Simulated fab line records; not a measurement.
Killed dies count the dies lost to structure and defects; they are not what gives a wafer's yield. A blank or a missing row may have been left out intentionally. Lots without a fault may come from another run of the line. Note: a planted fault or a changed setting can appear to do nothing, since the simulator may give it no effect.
fab line records -- flow n5Finfet
[record] lots = 7, wafers = 39
route steps=1938 shown FIN_SAQP@138 DUMMY_GATE@228 SD_EPI_N@275 HKMG_FIN@388 MOL_CONTACT_COAG@559 BEOL_M4@1111
startH: start of the lot's first displayed wafer, in hours after the record's first day -- waitH: hours elapsed since this lot's preceding step -- " identical to the entry in the row above -- L1.1+2: one row covering several wafers at once -- - no value present, or no start provided -- * or withheld: withheld -- < > ~ a bound
route shown NAME@n: a module of which the file shows steps, and the number in the route of the first -- usual: mean/standard deviation of fault-free wafers -- same: alike in all rows -- chamber/n: place in a boat -- sites: readings site by site -- _std_site: the values' standard deviation -- _edge_site: mean of outer sites minus mean of inner sites -- radiusMm: for every site, how far away it sits from the centre of the wafer -- mask NAME#n: copy n -- behind: the last tool/chamber to shape the wafer -- hold: what put the lot on hold/how long, in hours/how the hold closed -- device: which transistor (n, p or np) failed to switch -- end of line: the same wafers' tests at the end of the route -- a step with no rows: only its recipe -- killed: not the wafer's yield, but the dies lost to structure and defects at the first sort -- map: shows each die of a wafer: x if killed, . if not, _ if none is there
set.NAME: the setting as run; set.NAME@STEP: as run at that earlier step -- model.NAME: the simulator's own value behind a step, which no gauge read
one table per step and one row per wafer, for lots whose settings were changed on purpose
[[steps]]
[step N5_FIN_SAQP_SPACER2_ALD_28]
[recipe] material = SiO2, targetThkA = 81, tempC = 300, aldPrecursorFamily = BDEAS, aldCoReactant = O2-plasma, pulseTimeS = 1, purgeTimeS = 2, coReactantPurgeTimeS = 2, pressureTorr = 2
[step N5_DUMMY_GATE_EXPOSE_12]
[recipe] maskId = GATE, na = 0.33, sourceShape = annular, sigmaInner = 0.2, sigmaOuter = 0.6, polarization = unpolarized, targetCdNm = 25, doseMj = 34
[step N5_DUMMY_GATE_ETCH_37]
[recipe] chemistry = N2/H2, target = SOC, targetDepthA = 600, overetchA = 300, tempC = 40, ionEnergyEv = 200, pressureMtorr = 30, sourceW = 840, biasW = 150, n2FlowSccm = 200, h2FlowSccm = 200
[step N5_DUMMY_GATE_ETCH_31]
[recipe] chemistry = C4F6/O2, target = SiO2, maskMaterial = SOC, targetDepthA = 825, timeS = 27.5, ionEnergyEv = 250, pressureMtorr = 30, sourceW = 345, biasW = 185, Ar_flow_sccm = 300, C4F6_flow_sccm = 10, O2_flow_sccm = 10
[step N5_DUMMY_GATE_ETCH_32]
[recipe] chemistry = CF4, target = SiO2, targetDepthA = 35, timeS = 3.9, ionEnergyEv = 350, pressureMtorr = 10, icpW = 800, biasW = 400, cf4FlowSccm = 80
[step N5_SD_EPI_N_ETCH_35]
[recipe] chemistry = N2/H2, target = SOC, overetchA = 1080, maskMaterial = SiARC, tempC = 40, ionEnergyEv = 100, sourceW = 3000, biasW = 133, pressureMtorr = 20, timeS = 486, n2FlowSccm = 200, h2FlowSccm = 200
[step N5_HKMG_FIN_ALD_74]
[recipe] material = La2O3, targetThkA = 5, tempC = 250, aldPrecursorFamily = La-Cp, aldCoReactant = O3, pulseTimeS = 6, coReactantPulseTimeS = 1, purgeTimeS = 3, coReactantPurgeTimeS = 3
[step N5_HKMG_FIN_ETCH_54]
[recipe] chemistry = CF4, target = SiARC, targetDepthA = 455, maskMaterial = CAR-ArF, timeS = 75.8, ionEnergyEv = 80, pressureMtorr = 40, sourceW = 545, biasW = 36, Ar_flow_sccm = 100, cf4FlowSccm = 100, ends = cleared
[step N5_MOL_CONTACT_COAG_ALD_27]
[recipe] material = SiOC, targetThkA = 170, tempC = 400, aldPrecursorFamily = carbosiloxane, aldCoReactant = H2-plasma, pulseTimeS = 1.5, timeS = 2720, purgeTimeS = 2, coReactantPurgeTimeS = 2, aldCycles = 340, pressureTorr = 2
[step N5_MOL_CONTACT_COAG_CVD_140]
[recipe] material = W, targetThkA = 665, mode = selectiveFill, tempC = 300, timeS = 215
[step N5_BEOL_M4_RC_MEAS_101]
[usual] DIBL_P = 36.5/2.3, IOFF_P_LONG = 0.000106/7.6e-06
lot.wafer,tool,chamber,startH,waitH,set.tempC@FIN_SAQP_SPACER2_ALD_28,set.doseMj@DUMMY_GATE_EXPOSE_12,set.sourceW@DUMMY_GATE_ETCH_37,set.targetDepthA@DUMMY_GATE_ETCH_31,set.timeS@DUMMY_GATE_ETCH_32,set.sourceW@SD_EPI_N_ETCH_35,set.targetThkA@HKMG_FIN_ALD_74,set.cf4FlowSccm@HKMG_FIN_ETCH_54,set.aldCycles@MOL_CONTACT_COAG_ALD_27,set.targetThkA@MOL_CONTACT_COAG_CVD_140,DIBL_P[mV/V],IOFF_P_LONG[nA/um]
L076.1,prober-01,0,186.23,0.0,300,34,840,825,3.662,3000,5.161,107.3,288,759.1,33.7,9.9e-05
L076.2,prober-01,0,186.23,0.0,300,31.29,840,719.4,3.662,3000,5.161,100,340,759.1,30.9,9.7e-05
L076.3,prober-01,0,186.23,0.0,300,31.29,909.8,719.4,3.9,3000,5,100,288,759.1,28.3,0.000112
L076.4,prober-01,0,186.23,0.0,300,31.29,909.8,825,3.662,3000,5,100,288,665,26.3,0.000108
L076.5,prober-01,0,186.23,0.0,300,34,909.8,825,3.9,3000,5.161,107.3,340,665,34.2,0.000105
L076.6,prober-01,0,186.23,0.0,300,34,840,719.4,3.9,3000,5,107.3,340,665,36.7,0.000105
L082.1,prober-01,0,226.88,0.0,300,34,840,877.9,3.9,3000,5,76.47,340,714.1,35.0,9.5e-05
L082.2,prober-01,0,226.88,0.0,305.7,34,970.6,825,3.342,3410,5,100,340,714.1,36.4,9.3e-05
L082.3,prober-01,0,226.88,0.0,300,35.19,970.6,877.9,3.9,3410,5,76.47,378,665,39.2,9.5e-05
L082.4,prober-01,0,226.88,0.0,305.7,35.19,840,825,3.9,3410,5.233,100,340,665,39.7,8.5e-05
L082.5,prober-01,0,226.88,0.0,300,34,970.6,825,3.342,3000,5.233,76.47,378,714.1,34.5,9e-05
L082.6,prober-01,0,226.88,0.0,305.7,35.19,840,877.9,3.342,3000,5.233,100,378,665,36.3,8.8e-05
L084.1,prober-01,0,229.86,0.0,300,34,840,825,3.9,3000,5,80.15,297,665,35.4,0.000108
L084.2,prober-01,0,229.86,0.0,293.7,34,840,878.7,4.695,3000,5,80.15,340,597.2,39.0,0.000108
L084.3,prober-01,0,229.86,0.0,300,34.99,840,878.7,4.695,2696,5,100,297,665,35.4,0.000102
L084.4,prober-01,0,229.86,0.0,293.7,34.99,840,825,4.695,3000,4.718,100,340,597.2,39.3,0.000127
L084.5,prober-01,0,229.86,0.0,293.7,34.99,840,825,3.9,2696,4.718,80.15,340,665,35.5,0.000126
L084.6,prober-01,0,229.86,0.0,300,34,840,878.7,3.9,2696,4.718,100,297,597.2,37.1,0.000118
L086.1,prober-01,0,257.15,0.0,300,35.41,840,825,3.9,3000,5,81.41,340,665,39.1,0.000115
L086.2,prober-01,0,257.15,0.0,300,34,903.1,825,4.345,3000,5,81.41,340,590.9,37.3,0.000111
L086.3,prober-01,0,257.15,0.0,289.5,34,840,825,3.9,3000,4.678,81.41,340,590.9,39.5,0.000129
L086.4,prober-01,0,257.15,0.0,289.5,35.41,903.1,825,4.345,3000,4.678,100,340,590.9,43.7,0.000136
L086.5,prober-01,0,257.15,0.0,300,35.41,840,825,4.345,3000,4.678,100,340,665,40.7,0.00013
L086.6,prober-01,0,257.15,0.0,289.5,34,903.1,825,3.9,3000,5,100,340,665,40.8,0.000109
L092.1,prober-02,0,274.13,0.0,300,36.38,680,825,3.9,3000,5,106.2,340,665,36.8,0.000119
L092.2,prober-02,0,274.13,0.0,313.9,36.38,840,825,3.9,3000,5,100,340,594.6,37.2,0.000114
L092.3,prober-02,0,274.13,0.0,300,34,840,784.8,3.9,3000,5,106.2,389,665,35.1,0.000118
L092.4,prober-02,0,274.13,0.0,313.9,34,680,825,3.9,3536,5,100,389,594.6,30.7,0.000118
L092.5,prober-02,0,274.13,0.0,313.9,36.38,680,784.8,3.9,3536,5,100,340,665,37.3,0.000119
L092.6,prober-02,0,274.13,0.0,300,34,840,784.8,3.9,3536,5,106.2,389,594.6,35.9,0.000123
L093.1,prober-02,0,296.59,0.0,300,34,840,825,3.9,3000,5,100,340,665,37.0,0.000111
L093.3,prober-02,0,296.59,0.0,300,34,840,825,3.9,3000,5,100,340,665,33.5,0.000103
L093.4,prober-02,0,296.59,0.0,300,34,840,825,3.9,3000,5,100,340,665,40.1,0.000107
L096.1,prober-01,0,309.25,0.0,304.9,35.49,840,825,4.632,2649,5,100,340,665,42.6,0.000114
L096.2,prober-01,0,309.25,0.0,304.9,34,840,825,3.9,3000,5,100,368,665,40.7,0.000109
L096.3,prober-01,0,309.25,0.0,300,34,773.5,825,4.632,2649,4.742,100,340,665,39.0,0.000117
L096.4,prober-01,0,309.25,0.0,300,35.49,840,749.3,4.632,3000,4.742,100,368,665,42.2,0.000122
L096.5,prober-01,0,309.25,0.0,304.9,35.49,773.5,749.3,3.9,2649,4.742,100,368,665,41.1,0.000122
L096.6,prober-01,0,309.25,0.0,300,34,773.5,749.3,3.9,3000,5,100,340,665,37.4,0.000105
[[key]]
[split] step = N5_FIN_SAQP_SPACER2_ALD_28, setting = tempC, statedAs = 300
response none clear
[split] step = N5_DUMMY_GATE_EXPOSE_12, setting = doseMj, statedAs = 34
[response] step = N5_BEOL_M4_RC_MEAS_101, reading = DIBL_P, slope = +0.66, per = 1%, togetherWith = all, explained = 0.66
[split] step = N5_DUMMY_GATE_ETCH_37, setting = sourceW, statedAs = 840
response none clear
[split] step = N5_DUMMY_GATE_ETCH_31, setting = targetDepthA, statedAs = 825
response none clear
[split] step = N5_DUMMY_GATE_ETCH_32, setting = timeS, statedAs = 3.9
response none clear
[split] step = N5_SD_EPI_N_ETCH_35, setting = sourceW, statedAs = 3000
response none clear
[split] step = N5_HKMG_FIN_ALD_74, setting = targetThkA, statedAs = 5
[response] step = N5_BEOL_M4_RC_MEAS_101, reading = IOFF_P_LONG, slope = -2.52e-06, per = 1%, togetherWith = all, explained = 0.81
[split] step = N5_HKMG_FIN_ETCH_54, setting = cf4FlowSccm, statedAs = 100
response none clear
[split] step = N5_MOL_CONTACT_COAG_ALD_27, setting = aldCycles, statedAs = 340
response none clear
[split] step = N5_MOL_CONTACT_COAG_CVD_140, setting = targetThkA, statedAs = 665
response none clear
